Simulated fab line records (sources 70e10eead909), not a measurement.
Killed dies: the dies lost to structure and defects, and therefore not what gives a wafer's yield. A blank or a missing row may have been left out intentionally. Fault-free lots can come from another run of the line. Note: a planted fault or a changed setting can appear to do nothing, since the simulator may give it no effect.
The tool behind it: which one? || flow nand harc || Sampling: 12 lots, 36 wafers, 6 of 1159 route steps

## WHAT THE GAUGES SHOWED, per wafer
NHARC_P_ZERO_WELL_CD_MEAS_24 targets a cd of 720 nm.
{"lot": "L345", "measured": "day 1 14:28", "on": "cd sem-03", "cd nm (nm)": "719.5 719.9 720.7"}
{"lot": "L347", "measured": "day 2 02:35", "on": "cd sem-02", "cd nm (nm)": "722.1 721.8 721.7"}
{"lot": "L348", "measured": "day 2 08:38", "on": "cd sem-02", "cd nm (nm)": "720.9 722.0 721.7"}
{"lot": "L350", "measured": "day 2 20:35", "on": "cd sem-03", "cd nm (nm)": "720.3 720.6 719.0"}
{"lot": "L351", "measured": "day 3 02:38", "on": "cd sem-01", "cd nm (nm)": "719.2 718.2 721.8"}
{"lot": "L353", "measured": "day 3 14:41", "on": "cd sem-02", "cd nm (nm)": "722.2 720.1 719.7"}
{"lot": "L356", "measured": "day 4 08:35", "on": "cd sem-01", "cd nm (nm)": "- - -"}
{"lot": "L364", "measured": "day 6 08:20", "on": "cd sem-01", "cd nm (nm)": "721.4 720.6 720.0"}
{"lot": "L365", "measured": "day 6 14:28", "on": "cd sem-02", "cd nm (nm)": "718.8 720.3 719.8"}
{"lot": "L366", "measured": "day 6 20:40", "on": "cd sem-02", "cd nm (nm)": "722.7 721.0 720.3"}
{"lot": "L367", "measured": "day 7 02:37", "on": "cd sem-03", "cd nm (nm)": "721.1 719.2 722.4"}
{"lot": "L368", "measured": "day 7 08:23", "on": "cd sem-03", "cd nm (nm)": "720.1 718.6 721.2"}

NHARC_P_ZERO_WELL_CD_MEAS_37 targets a cd of 720 nm.
{"lot": "L345", "measured": "day 1 15:58", "on": "cd sem-01", "cd nm (nm)": "719.6 718.2 718.7"}
{"lot": "L347", "measured": "day 2 04:12", "on": "cd sem-03", "cd nm (nm)": "719.9 721.0 719.8"}
{"lot": "L348", "measured": "day 2 10:08", "on": "cd sem-03", "cd nm (nm)": "720.5 722.8 722.1"}
{"lot": "L350", "measured": "day 2 22:14", "on": "cd sem-02", "cd nm (nm)": "721.7 721.1 719.8"}
{"lot": "L351", "measured": "day 3 04:16", "on": "cd sem-01", "cd nm (nm)": "722.1 721.0 722.2"}
{"lot": "L353", "measured": "day 3 16:20", "on": "cd sem-01", "cd nm (nm)": "721.5 720.0 719.5"}
{"lot": "L356", "measured": "day 4 10:14", "on": "cd sem-02", "cd nm (nm)": "718.7 718.5 719.5"}
{"lot": "L364", "measured": "day 6 09:58", "on": "cd sem-01", "cd nm (nm)": "719.5 719.4 721.8"}
{"lot": "L365", "measured": "day 6 16:07", "on": "cd sem-01", "cd nm (nm)": "721.6 722.5 721.3"}
{"lot": "L366", "measured": "day 6 22:18", "on": "cd sem-03", "cd nm (nm)": "718.6 718.8 719.9"}
{"lot": "L367", "measured": "day 7 04:08", "on": "cd sem-03", "cd nm (nm)": "720.2 718.1 719.0"}
{"lot": "L368", "measured": "day 7 10:02", "on": "cd sem-01", "cd nm (nm)": "720.9 718.5 720.4"}

NHARC_END_SORT_01.
{"lot": "L356", "measured": "day 22 19:01", "on": "prober-01", "killed at array": "16 20 29", "killed at other": "0 0 0", "killed at periphery": "661 657 648", "killed dies": "677 677 677", "killed open": "2 2 5", "killed short": "1 4 4"}

## TOOL THAT RAN EACH LOT (tool first, then ch and the chambers of the sampled wafers, then the start)
{"lot": "L345", "NHARC_P_ZERO_WELL_ETCH_65": "rie diel-05 ch 0,1,3, day 1 13:29", "NHARC_P_ZERO_WELL_EXPOSE_21": "krf scanner-04 ch 0, day 1 14:18", "NHARC_P_STI_ETCH_15": "rie si-06 ch 0,1,2, day 2 13:38"}
{"lot": "L347", "NHARC_P_ZERO_WELL_ETCH_65": "rie diel-05 ch 0,1,3, day 2 01:28", "NHARC_P_ZERO_WELL_EXPOSE_21": "krf scanner-01 ch 0, day 2 02:25", "NHARC_P_STI_ETCH_15": "rie si-04 ch 1,2,3, day 3 02:08"}
{"lot": "L348", "NHARC_P_ZERO_WELL_ETCH_65": "rie diel-11 ch 0,2,3, day 2 07:29", "NHARC_P_ZERO_WELL_EXPOSE_21": "krf scanner-02 ch 0, day 2 08:28", "NHARC_P_STI_ETCH_15": "rie si-02 ch 0,3, day 3 01:58"}
{"lot": "L350", "NHARC_P_ZERO_WELL_ETCH_65": "rie diel-11 ch 2,3, day 2 19:29", "NHARC_P_ZERO_WELL_EXPOSE_21": "krf scanner-04 ch 0, day 2 20:26", "NHARC_P_STI_ETCH_15": "rie si-02 ch 2,3, day 3 19:25"}
{"lot": "L351", "NHARC_P_ZERO_WELL_ETCH_65": "rie diel-10 ch 1,2,3, day 3 01:29", "NHARC_P_ZERO_WELL_EXPOSE_21": "krf scanner-02 ch 0, day 3 02:28", "NHARC_P_STI_ETCH_15": "rie si-06 ch 0,1,3, day 4 00:01"}
{"lot": "L353", "NHARC_P_ZERO_WELL_ETCH_65": "rie diel-10 ch 1,2, day 3 13:34", "NHARC_P_ZERO_WELL_EXPOSE_21": "krf scanner-04 ch 0, day 3 14:31", "NHARC_P_STI_ETCH_15": "rie si-06 ch 0,1,2, day 4 08:13"}
{"lot": "L356", "NHARC_P_ZERO_WELL_ETCH_65": "rie diel-05 ch 1,2, day 4 07:29", "NHARC_P_ZERO_WELL_EXPOSE_21": "krf scanner-02 ch 0, day 4 08:26", "NHARC_P_STI_ETCH_15": "-"}
{"lot": "L364", "NHARC_P_ZERO_WELL_ETCH_65": "rie diel-05 ch 0,2,3, day 6 07:21", "NHARC_P_ZERO_WELL_EXPOSE_21": "krf scanner-02 ch 0, day 6 08:11", "NHARC_P_STI_ETCH_15": "rie si-04 ch 0,1,2, day 7 08:32"}
{"lot": "L365", "NHARC_P_ZERO_WELL_ETCH_65": "rie diel-10 ch 2,3, day 6 13:29", "NHARC_P_ZERO_WELL_EXPOSE_21": "krf scanner-02 ch 0, day 6 14:19", "NHARC_P_STI_ETCH_15": "rie si-02 ch 0,2,3, day 7 08:35"}
{"lot": "L366", "NHARC_P_ZERO_WELL_ETCH_65": "rie diel-11 ch 0,2, day 6 19:33", "NHARC_P_ZERO_WELL_EXPOSE_21": "krf scanner-01 ch 0, day 6 20:31", "NHARC_P_STI_ETCH_15": "rie si-04 ch 2,3, day 7 18:02"}
{"lot": "L367", "NHARC_P_ZERO_WELL_ETCH_65": "rie diel-11 ch 1,2,3, day 7 01:29", "NHARC_P_ZERO_WELL_EXPOSE_21": "krf scanner-02 ch 0, day 7 02:28", "NHARC_P_STI_ETCH_15": "rie si-04 ch 0,1, day 8 01:53"}
{"lot": "L368", "NHARC_P_ZERO_WELL_ETCH_65": "rie diel-10 ch 1,3, day 7 07:23", "NHARC_P_ZERO_WELL_EXPOSE_21": "krf scanner-02 ch 0, day 7 08:14", "NHARC_P_STI_ETCH_15": "rie si-02 ch 0,1,2, day 8 01:44"}
- NHARC_P_ZERO_WELL_ETCH_65: etches the open film in N2/H2, target depth 80 nm, overetch 24 nm, time 87.88 s.
- NHARC_P_ZERO_WELL_EXPOSE_21: exposes mask P NWELL, target cd 720 nm.
- NHARC_P_STI_ETCH_15: etches the open film in HBr/Cl2, target depth 300 nm, time 100.1 s.

## AS READ BY THE TOOLS THEMSELVES (means over the sampled wafers that have a number; for cases with no such wafer, the mark the record gives instead)
NHARC_P_ZERO_WELL_ETCH_65.
{"lot": "L345", "tool": "rie diel-05", "drypump motor current A (A)": 5.5, "oes product au (a.u.)": 0.998, "rf vpp V (V)": 430.5, "showerhead plenum p Torr (Torr)": 2.03, "throttle valve pct (%)": 14.176}
{"lot": "L347", "tool": "rie diel-05", "drypump motor current A (A)": 5.5, "oes product au (a.u.)": 0.997, "rf vpp V (V)": 430.4, "showerhead plenum p Torr (Torr)": 2.03, "throttle valve pct (%)": 14.166}
{"lot": "L348", "tool": "rie diel-11", "drypump motor current A (A)": 6.0, "oes product au (a.u.)": 1.000, "rf vpp V (V)": 432.0, "showerhead plenum p Torr (Torr)": 2.10, "throttle valve pct (%)": 14.170}
{"lot": "L350", "tool": "rie diel-11", "drypump motor current A (A)": 6.0, "oes product au (a.u.)": 1.003, "rf vpp V (V)": 432.6, "showerhead plenum p Torr (Torr)": 2.15, "throttle valve pct (%)": 14.171}
{"lot": "L351", "tool": "rie diel-10", "drypump motor current A (A)": 5.7, "oes product au (a.u.)": 0.995, "rf vpp V (V)": 428.9, "showerhead plenum p Torr (Torr)": 1.98, "throttle valve pct (%)": 14.178}
{"lot": "L353", "tool": "rie diel-10", "drypump motor current A (A)": 5.7, "oes product au (a.u.)": 1.012, "rf vpp V (V)": 429.1, "showerhead plenum p Torr (Torr)": 2.00, "throttle valve pct (%)": 14.173}
{"lot": "L356", "tool": "rie diel-05", "drypump motor current A (A)": 5.4, "oes product au (a.u.)": 0.997, "rf vpp V (V)": 427.6, "showerhead plenum p Torr (Torr)": 1.96, "throttle valve pct (%)": 14.172}
{"lot": "L364", "tool": "rie diel-05", "drypump motor current A (A)": 5.8, "oes product au (a.u.)": 0.999, "rf vpp V (V)": 431.4, "showerhead plenum p Torr (Torr)": 2.07, "throttle valve pct (%)": 14.173}
{"lot": "L365", "tool": "rie diel-10", "drypump motor current A (A)": 6.0, "oes product au (a.u.)": 1.007, "rf vpp V (V)": 428.1, "showerhead plenum p Torr (Torr)": 1.94, "throttle valve pct (%)": 14.172}
{"lot": "L366", "tool": "rie diel-11", "drypump motor current A (A)": 6.0, "oes product au (a.u.)": 1.007, "rf vpp V (V)": 432.8, "showerhead plenum p Torr (Torr)": 2.11, "throttle valve pct (%)": 14.173}
{"lot": "L367", "tool": "rie diel-11", "drypump motor current A (A)": 6.1, "oes product au (a.u.)": 0.994, "rf vpp V (V)": 432.0, "showerhead plenum p Torr (Torr)": 2.08, "throttle valve pct (%)": 14.168}
{"lot": "L368", "tool": "rie diel-10", "drypump motor current A (A)": 5.4, "oes product au (a.u.)": 1.008, "rf vpp V (V)": 430.0, "showerhead plenum p Torr (Torr)": 2.02, "throttle valve pct (%)": 14.167}

NHARC_P_STI_ETCH_15.
{"lot": "L345", "tool": "rie si-06", "drypump motor current A (A)": 5.4, "oes product au (a.u.)": 1.001, "throttle valve pct (%)": 26.407}
{"lot": "L347", "tool": "rie si-04", "drypump motor current A (A)": 5.7, "oes product au (a.u.)": 1.001, "throttle valve pct (%)": 26.405}
{"lot": "L348", "tool": "rie si-02", "drypump motor current A (A)": 5.4, "oes product au (a.u.)": 1.004, "throttle valve pct (%)": 26.406}
{"lot": "L350", "tool": "rie si-02", "drypump motor current A (A)": 6.0, "oes product au (a.u.)": 1.002, "throttle valve pct (%)": 26.407}
{"lot": "L351", "tool": "rie si-06", "drypump motor current A (A)": 5.3, "oes product au (a.u.)": 0.995, "throttle valve pct (%)": 26.396}
{"lot": "L353", "tool": "rie si-06", "drypump motor current A (A)": 5.4, "oes product au (a.u.)": 1.002, "throttle valve pct (%)": 26.406}
{"lot": "L364", "tool": "rie si-04", "drypump motor current A (A)": 5.4, "oes product au (a.u.)": 0.993, "throttle valve pct (%)": 26.402}
{"lot": "L365", "tool": "rie si-02", "drypump motor current A (A)": 5.8, "oes product au (a.u.)": 0.995, "throttle valve pct (%)": 26.407}
{"lot": "L366", "tool": "rie si-04", "drypump motor current A (A)": 6.3, "oes product au (a.u.)": 1.001, "throttle valve pct (%)": 26.402}
{"lot": "L367", "tool": "rie si-04", "drypump motor current A (A)": 5.0, "oes product au (a.u.)": 0.986, "throttle valve pct (%)": 26.401}
{"lot": "L368", "tool": "rie si-02", "drypump motor current A (A)": 6.0, "oes product au (a.u.)": 1.001, "throttle valve pct (%)": 26.407}

## THE ANSWER, worked out from the rows above alone
Rule: the usual values come from the lots themselves. Put in order of their means at a reading, lots are off if they are a third of the lots or fewer, leave a main group of 4 or more, and stand apart from it by a gap of 3 or more times the standard deviation of the main group's means; of several such gaps the widest counts. Not used: any main group whose means are identical at the precision the tables above print for the reading. A lot without any number at a reading at which 4 lots or more have one is off too. The other lots that the step has rows for count as sound. After the gauges, taken in route order, come the tools' own readings; for these a lot's mean is taken, as printed above. The first step at which some lot is off is used, and at that step the reading that is off furthest; a lot without a number counts as furthest.
Off: L356, at NHARC_P_ZERO_WELL_CD_MEAS_24 (cd nm). Without a number there: L356. Mean 720.6 nm and standard deviation 0.73 in the main group.
A tool fits if, at a process step before that reading, it ran every lot that is off, and no sound lot after the first of them. Those tools and the gauges at NHARC_P_ZERO_WELL_CD_MEAS_24 are tried in the same way. Of those tried, none fits.

## WHAT THE SIMULATOR HAD INSERTED
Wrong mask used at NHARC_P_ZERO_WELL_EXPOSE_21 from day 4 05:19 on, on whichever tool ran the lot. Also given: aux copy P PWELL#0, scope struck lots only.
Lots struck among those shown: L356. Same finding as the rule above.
